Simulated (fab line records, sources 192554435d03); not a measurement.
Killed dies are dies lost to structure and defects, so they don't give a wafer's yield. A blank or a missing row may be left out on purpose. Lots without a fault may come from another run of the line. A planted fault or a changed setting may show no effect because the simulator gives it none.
Chamber matching | flow n5_finfet | N5_BEOL_M13_DEP_53 on pecvd-02: 3 sister chambers
The step deposits SiCN from 3MS/NH3, target thk 50 nm, time 17.8 s. 22 wafers are shown with their chamber, then 11 later ones without.

WAFERS WITH THEIR CHAMBER
wafer  | chamber | showerhead_plenum_p_Torr (Torr) | throttle_valve_pct (%)
L078.1 | 1       | 4.155                           | 18.6
L078.4 | 1       | 4.136                           | 18.8
L078.6 | 0       | 4.157                           | 18.5
L079.2 | 0       | 4.170                           | 18.5
L079.3 | 2       | 4.174                           | 18.1
L079.4 | 1       | 4.138                           | 18.7
L083.1 | 0       | 4.170                           | 18.5
L083.2 | 1       | 4.143                           | 18.5
L083.3 | 2       | 4.167                           | 18.2
L083.4 | 2       | 4.169                           | 18.3
L083.5 | 1       | 4.123                           | 19.0
L083.6 | 0       | 4.166                           | 18.7
L080.2 | 1       | 4.138                           | 18.9
L080.4 | 1       | 4.144                           | 18.9
L080.5 | 0       | 4.157                           | 18.5
L082.1 | 1       | 4.138                           | 19.0
L082.2 | 2       | 4.180                           | 18.1
L082.3 | 0       | 4.156                           | 18.5
L082.4 | 2       | 4.174                           | 18.2
L082.5 | 1       | 4.135                           | 18.6
L082.6 | 0       | 4.158                           | 18.5
L092.3 | 2       | 4.167                           | 18.4

SIGNATURES (means of the wafers above)
reading                  | chamber 0 | chamber 1 | chamber 2 | scatter within a chamber
showerhead_plenum_p_Torr | 4.16200   | 4.13889   | 4.17183   | 0.0071
throttle_valve_pct       | 18.529    | 18.778    | 18.217    | 0.141
Rule: a wafer's distance from a chamber is the root of the sum, over the readings, of the square of ((its reading less the chamber's mean) divided by the reading's scatter). The wafer belongs to the nearest chamber; if the next one is less than 2 further off, it can't be placed. The scatter: the root of (the sum of the squares of (reading less its chamber's mean) over the shown wafers, divided by (wafers less chambers)).

WAFERS WITHOUT THEIR CHAMBER
wafer  | showerhead_plenum_p_Torr (Torr) | throttle_valve_pct (%)
L092.5 | 4.154                           | 18.6
L092.6 | 4.164                           | 18.2
L093.1 | 4.160                           | 18.4
L093.3 | 4.134                           | 17.1
L093.6 | 4.157                           | 18.8
L094.1 | 4.158                           | 18.5
L094.3 | 4.165                           | 18.2
L094.4 | 4.161                           | 18.6
L097.2 | 4.149                           | 18.7
L097.3 | 4.175                           | 18.5
L097.6 | 4.173                           | 18.3

WHICH CHAMBER EACH WENT THROUGH
wafer  | from the rows above     | in truth
L092.5 | can't be placed: 0 or 1 | 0
L092.6 | can't be placed: 2 or 0 | 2
L093.1 | can't be placed: 0 or 2 | 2
L093.3 | can't be placed: 2 or 0 | 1
L093.6 | can't be placed: 0 or 1 | 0
L094.1 | 0                       | 0
L094.3 | can't be placed: 2 or 0 | 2
L094.4 | 0                       | 0
L097.2 | can't be placed: 1 or 0 | 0
L097.3 | can't be placed: 0 or 2 | 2
L097.6 | can't be placed: 2 or 0 | 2
Placed correctly: 2 of 11. Can't be placed from these rows: 9 (the true chamber is among the candidates in 8). Placed wrongly: 0.
